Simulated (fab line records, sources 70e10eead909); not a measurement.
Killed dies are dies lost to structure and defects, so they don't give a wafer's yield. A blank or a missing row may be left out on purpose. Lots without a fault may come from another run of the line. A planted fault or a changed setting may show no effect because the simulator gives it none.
Which tool did it? | flow nand_harc | 11 lots, 33 wafers sampled, at 6 steps of a route of 1159

WHAT THE GAUGES READ, wafer by wafer
NHARC_P_BONDPAD_THK_MEAS_33: measures by ellipsometry.
lot  | measured     | on            | thk_nm (nm)
L188 | day 6 17:05  | film_metro-01 | 198.5 200.9 200.2
L190 | day 6 20:41  | film_metro-01 | 200.7 200.2 198.8
L189 | day 7 01:37  | film_metro-01 | 199.3 199.5 200.3
L191 | day 7 07:14  | film_metro-02 | 200.7 199.8 200.6
L192 | day 7 07:52  | film_metro-02 | 198.3 198.9 196.8
L195 | day 8 05:40  | film_metro-02 | 199.7 197.2 199.8
L194 | day 8 06:22  | film_metro-01 | 201.2 200.4 199.6
L201 | day 9 23:31  | film_metro-01 | 202.7 200.6 201.6
L204 | day 10 14:44 | film_metro-02 | 201.1 199.6 201.6
L208 | day 11 13:58 | film_metro-02 | 199.7 199.1 200.8
L210 | day 12 01:57 | film_metro-02 | 199.9 201.0 199.3

NHARC_P_BONDPAD_CD_MEAS_09: target cd 500 nm.
lot  | measured     | on        | cd_nm (nm)
L188 | day 6 17:31  | cd_sem-01 | 503.6 502.1 500.1
L190 | day 6 21:22  | cd_sem-03 | 504.7 499.8 499.5
L189 | day 7 02:11  | cd_sem-03 | 502.0 502.8 502.0
L191 | day 7 07:40  | cd_sem-03 | 501.3 499.0 501.2
L192 | day 7 08:26  | cd_sem-03 | 501.0 500.0 502.4
L195 | day 8 06:15  | cd_sem-02 | 500.5 503.7 502.1
L194 | day 8 06:56  | cd_sem-01 | 503.9 501.1 500.7
L201 | day 10 00:05 | cd_sem-03 | 514.6 515.7 517.1
L204 | day 10 15:19 | cd_sem-02 | 519.0 516.7 515.7
L208 | day 11 14:32 | cd_sem-02 | 498.5 496.5 496.7
L210 | day 12 02:32 | cd_sem-01 | 499.5 502.8 499.6

NHARC_END_SORT_01.
lot  | measured     | on        | defect_limited_yield (%) | killed_at_array | killed_at_other | killed_at_periphery | killed_dies | killed_open | killed_short | sort_bin_2_pct (%) | sort_bin_3_pct (%) | sort_bin_4_pct (%) | sort_n_pass | sort_rim_yield_pct (%) | sort_yield_pct (%)
L195 | day 21 17:50 | prober-01 | 95.7 95.4 96.8           | 23 24 21        | 1 0 0           | 5 7 1               | 29 31 22    | 4 6 3       | 3 2 1        | 1.0 1.6 0.4        | 0.44 0.30 0.44     | 2.8 2.7 2.4        | 648 646 655 | 94 92 94               | 95.7 95.4 96.8
L201 | day 23 14:49 | prober-02 | 96.3 95.1                | 22 27           | 2 5             | 1 1                 | 25 33       | 0 4         | 2 5          | 0.9 1.9            | 0.74 0.44          | 2.1 2.5            | 652 644     | 98 97                  | 96.3 95.1

WHICH TOOL RAN EACH LOT (tool, then ch and the chambers of the sampled wafers, then the start)
lot  | NHARC_P_M2_ETCH_28                            | NHARC_P_BONDPAD_CMP_32        | NHARC_P_BONDPAD_EXPOSE_06
L188 | rie_diel-03 ch 0,1,2, day 6 16:50 or earlier  | cmp-02 ch 0,2,3, day 6 16:50  | krf_scanner-02 ch 0, day 6 17:22
L190 | rie_diel-06 ch 2,3, day 6 20:26 or earlier    | cmp-04 ch 2,3, day 6 20:26    | krf_scanner-01 ch 0, day 6 21:13
L189 | rie_diel-06 ch 1,2,3, day 7 01:22 or earlier  | cmp-04 ch 0,1,3, day 7 01:22  | krf_scanner-03 ch 0, day 7 02:01
L191 | rie_diel-06 ch 1,2, day 7 06:59 or earlier    | cmp-04 ch 0,1,2, day 7 06:59  | krf_scanner-03 ch 0, day 7 07:31
L192 | rie_diel-06 ch 0,1,2, day 7 07:38 or earlier  | cmp-02 ch 1,3, day 7 07:38    | krf_scanner-02 ch 0, day 7 08:17
L195 | rie_diel-06 ch 0,2,3, day 8 05:25 or earlier  | cmp-04 ch 2,3, day 8 05:25    | krf_scanner-01 ch 0, day 8 06:05
L194 | rie_diel-03 ch 0,1,2, day 8 06:07 or earlier  | cmp-02 ch 0,1,2, day 8 06:07  | krf_scanner-02 ch 0, day 8 06:47
L201 | rie_diel-05 ch 0,1,2, day 9 23:16 or earlier  | cmp-03 ch 1,2,3, day 9 23:16  | krf_scanner-02 ch 0, day 9 23:56
L204 | rie_diel-06 ch 1,2,3, day 10 14:29 or earlier | cmp-04 ch 0,1,3, day 10 14:29 | krf_scanner-02 ch 0, day 10 15:09
L208 | rie_diel-06 ch 1,2,3, day 11 13:43 or earlier | cmp-03 ch 0,1,2, day 11 13:43 | krf_scanner-03 ch 0, day 11 14:23
L210 | rie_diel-06 ch 1,3, day 12 01:44 or earlier   | cmp-03 ch 1,2,3, day 12 01:44 | krf_scanner-03 ch 0, day 12 02:23
- NHARC_P_M2_ETCH_28: etches the open film in CF4/N2, target depth 30 nm, time 72.99 s.
- NHARC_P_BONDPAD_CMP_32: polishes SiCN, target thk 200 nm.
- NHARC_P_BONDPAD_EXPOSE_06: exposes mask P BPAD.

WHAT THE TOOLS THEMSELVES READ (means of the sampled wafers that have a number; where no wafer has one, the mark that the record gives instead)
NHARC_P_M2_ETCH_28.
lot  | tool        | bias_w (W) | chamber_pressure_mTorr (mTorr) | drypump_motor_current_A (A) | oes_product_au (a.u.) | rf_vpp_V (V) | showerhead_plenum_p_Torr (Torr) | throttle_valve_pct (%)
L188 | rie_diel-03 | 100.01     | 29.977                         | 5.9                         | 1.006                 | 314.7        | 2.64                            | 19.788
L190 | rie_diel-06 | 99.96      | 29.983                         | 6.0                         | 0.992                 | 312.6        | 2.54                            | 19.801
L189 | rie_diel-06 | 99.84      | 29.991                         | 5.5                         | 0.987                 | 314.0        | 2.55                            | 19.793
L191 | rie_diel-06 | 99.90      | 29.989                         | 5.2                         | 0.993                 | 311.8        | 2.46                            | 19.793
L192 | rie_diel-06 | 100.23     | 30.000                         | 5.5                         | 0.995                 | 312.7        | 2.52                            | 19.784
L195 | rie_diel-06 | 99.83      | 29.974                         | 5.8                         | 0.997                 | 313.2        | 2.60                            | 19.797
L194 | rie_diel-03 | 100.27     | 29.997                         | 5.9                         | 0.996                 | 313.5        | 2.63                            | 19.800
L201 | rie_diel-05 | 99.83      | 30.005                         | 5.9                         | 0.991                 | 314.2        | 2.62                            | 19.794
L204 | rie_diel-06 | 100.29     | 30.016                         | 5.5                         | 0.998                 | 312.3        | 2.54                            | 19.782
L208 | rie_diel-06 | 100.31     | 30.004                         | 5.5                         | 1.003                 | 312.3        | 2.54                            | 19.779
L210 | rie_diel-06 | 100.02     | 29.993                         | 5.4                         | 1.002                 | 314.0        | 2.63                            | 19.802

NHARC_P_BONDPAD_CMP_32.
lot  | tool   | motor_current_A (A)
L188 | cmp-02 | 11.2
L190 | cmp-04 | 13.1
L189 | cmp-04 | 12.8
L191 | cmp-04 | 12.2
L192 | cmp-02 | 10.7
L195 | cmp-04 | 12.9
L194 | cmp-02 | 11.9
L201 | cmp-03 | 12.1
L204 | cmp-04 | 12.9
L208 | cmp-03 | 11.2
L210 | cmp-03 | 11.7

NHARC_P_BONDPAD_EXPOSE_06.
lot  | tool           | exposure_dose_mJ_cm2 | reticle_temp_C (C) | stage_vel_mm_s (mm/s)
L188 | krf_scanner-02 | 37.02                | 22.95              | 500.07
L190 | krf_scanner-01 | 37.05                | 22.90              | 500.13
L189 | krf_scanner-03 | 37.02                | 23.08              | 499.64
L191 | krf_scanner-03 | 37.05                | 22.88              | 500.12
L192 | krf_scanner-02 | 36.99                | 22.91              | 499.72
L195 | krf_scanner-01 | 37.05                | 23.10              | 500.10
L194 | krf_scanner-02 | 37.00                | 22.89              | 500.07
L201 | krf_scanner-02 | 58.78                | 23.07              | 500.00
L204 | krf_scanner-02 | 55.06                | 23.09              | 500.03
L208 | krf_scanner-03 | 36.99                | 23.12              | 499.83
L210 | krf_scanner-03 | 36.96                | 23.07              | 499.97

THE ANSWER, worked out from the rows above alone
Rule: what is usual is taken from the lots themselves. Put in order of their means at a reading, lots are off if they are a third of the lots or fewer, leave a main group of 4 or more, and stand apart from it by a gap of 3 or more times the standard deviation of the main group's means; of several such gaps the widest counts. A main group whose means are all the same, to the digits that the tables above print for the reading, isn't used. A lot without any number at a reading at which 4 lots or more have one is off too. The other lots that the step has rows for count as sound. The gauges are gone through in route order, then the tools' own readings, and for those a lot's mean is taken as printed above. The first step at which some lot is off is used, and at that step the reading that is off furthest; a lot without a number counts as furthest.
Off: L201, L204, at NHARC_P_BONDPAD_CD_MEAS_09 (cd_nm). The main group: mean 501.0 nm, standard deviation 1.5.
A tool fits if, at a process step before that reading, it ran every lot that is off, and no sound lot after the first of them. The gauges at NHARC_P_BONDPAD_CD_MEAS_09 aren't tried: what is off there is off at NHARC_P_BONDPAD_EXPOSE_06 too, on other tools, and a gauge's error can't cause that. NHARC_P_M2_ETCH_28 gives no start for some lots, so the hours and the order of its lots are those of NHARC_P_BONDPAD_CMP_32. One fits: krf_scanner-02 at NHARC_P_BONDPAD_EXPOSE_06. Its last sound lot is L194 (day 8 06:47), its first lot that is off L201 (day 9 23:56): a fault that began between those two fits.
The tool's own readings at NHARC_P_BONDPAD_EXPOSE_06 bear it out: on the lots that are off they differ by more than 5 times the standard deviation of the sound lots' means. exposure_dose_mJ_cm2 reads 56.92 there against 37.01 on the sound lots.

WHAT THE SIMULATOR HAD PUT IN
Process parameter drift: krf_scanner-02, from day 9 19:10 on, at NHARC_P_BONDPAD_EXPOSE_06. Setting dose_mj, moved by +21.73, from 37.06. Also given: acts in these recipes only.
Lots struck among those shown: L201, L204. The rule above found the same.
